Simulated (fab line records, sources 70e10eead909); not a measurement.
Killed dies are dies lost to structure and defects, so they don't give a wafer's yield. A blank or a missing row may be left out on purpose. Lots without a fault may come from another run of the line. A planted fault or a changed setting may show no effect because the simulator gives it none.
A struck lot beside a sound one | flow nand_harc | 12 steps out of a route of 1159
Sound: wafers L973.2, L973.4, L973.5. Struck: wafers L983.3, L983.4. The cause comes at the end.
At each step with rows: each side's tool, then ch and its chambers, then its first start. Under that, the readings that differ: sound wafers | struck wafers | difference of the means | sigmas: that difference in standard deviations of wafers without a fault.
alike: readings whose means differ by less than 2 such deviations, and words and numbers that are the same on both sides. not compared: withheld readings, readings that some wafer has no value for, bounds like >300 that may hide the same value, and numbers for which the record gives no deviation and whose values overlap.
The two part at a step that has a row with sigmas, a row that says differs or no value, or rows on one side only. Numbers that don't overlap but have no deviation are shown without sigmas and don't part them. A reading that every wafer of one side lacks parts them only if that side has two wafers or more.

NHARC_A_WL_FILL_ALD_02: deposits TiN, target thk 2 nm, pulse time 3 s, ald cycles 100.
  sound on ald_metal-04 ch 0,3, day 15 09:14; struck on ald_metal-01 ch 0,3, day 17 23:02
  alike: heater_power_w, precursor_pulse_height_rel
NHARC_A_WL_FILL_CVD_03: deposits W, target thk 40 nm, time 3302 s.
  sound on cvd_w-02 ch 1, day 15 12:47; struck on cvd_w-02 ch 0,1, day 18 00:22
  alike: heater_power_w, throttle_valve_pct
NHARC_A_WL_FILL_ETCHBACK_04: etches the open film in NF3, target depth 60 nm, time 120 s.
  sound on rie_metal-01 ch 0,1, day 15 15:39; struck on rie_metal-03 ch 0,1, day 18 02:49
  alike: drypump_motor_current_A, oes_product_au, run_length_s
  not compared: rf_hours_counter_h
NHARC_A_WL_FILL_ETCHBACK_05: etches the open film in Cl2/BCl3, target depth 22 nm, time 60 s.
  sound on rie_metal-01 ch 0,1, day 15 15:54; struck on rie_metal-03 ch 0,1, day 18 03:01
  alike: drypump_motor_current_A, oes_product_au, run_length_s, temp_c
  not compared: rf_hours_counter_h
NHARC_A_WL_FILL_STRIP_27: strips in N2/H2, time 20 s.
  sound on plasma_asher-01 ch 0,1, day 15 16:03; struck on plasma_asher-01 ch 0,1, day 18 03:10
  alike: drypump_motor_current_A, heater_power_w, temp_c
  not compared: rf_hours_counter_h
then, 5 steps without rows for these wafers: NHARC_A_WL_FILL_STRIP_28 (strips in post etch residue remover, time 1200 s); NHARC_A_WL_FILL_PRECLEAN_06 (cleans in DIW, time 300 s); NHARC_A_WL_FILL_SRD_07; NHARC_A_WL_FILL_ANNEAL_08 (time 1800 s); NHARC_A_WL_FILL_ALD_10 (deposits SiO2, target thk 50 nm, pulse time 10 s, ald cycles 500).
NHARC_A_WL_FILL_ETCHBACK_16: etches the open film in C4F8/O2/Ar, target depth 88 nm, time 17.6 s.
  sound on rie_diel-01 ch 0,3, day 15 23:07; struck on rie_diel-10 ch 1,2, day 18 16:00
  reading          | sound          | struck    | difference | sigmas
  run_length_s (s) | 38.3 38.5 38.5 | 28.2 28.2 | -10.2      | -18
  alike: oes_product_au, rf_vpp_V
  not compared: rf_hours_counter_h
then, 1 step without rows for these wafers: NHARC_A_WL_FILL_STRIP_29 (strips in O2, time 20 s).

WHERE THEY PART
Only at NHARC_A_WL_FILL_ETCHBACK_16, within this record.

WHY: what the simulator had put in
Process parameter drift: rie_diel-10, from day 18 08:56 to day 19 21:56, at NHARC_A_WL_FILL_ETCHBACK_16. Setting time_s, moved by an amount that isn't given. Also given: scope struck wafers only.
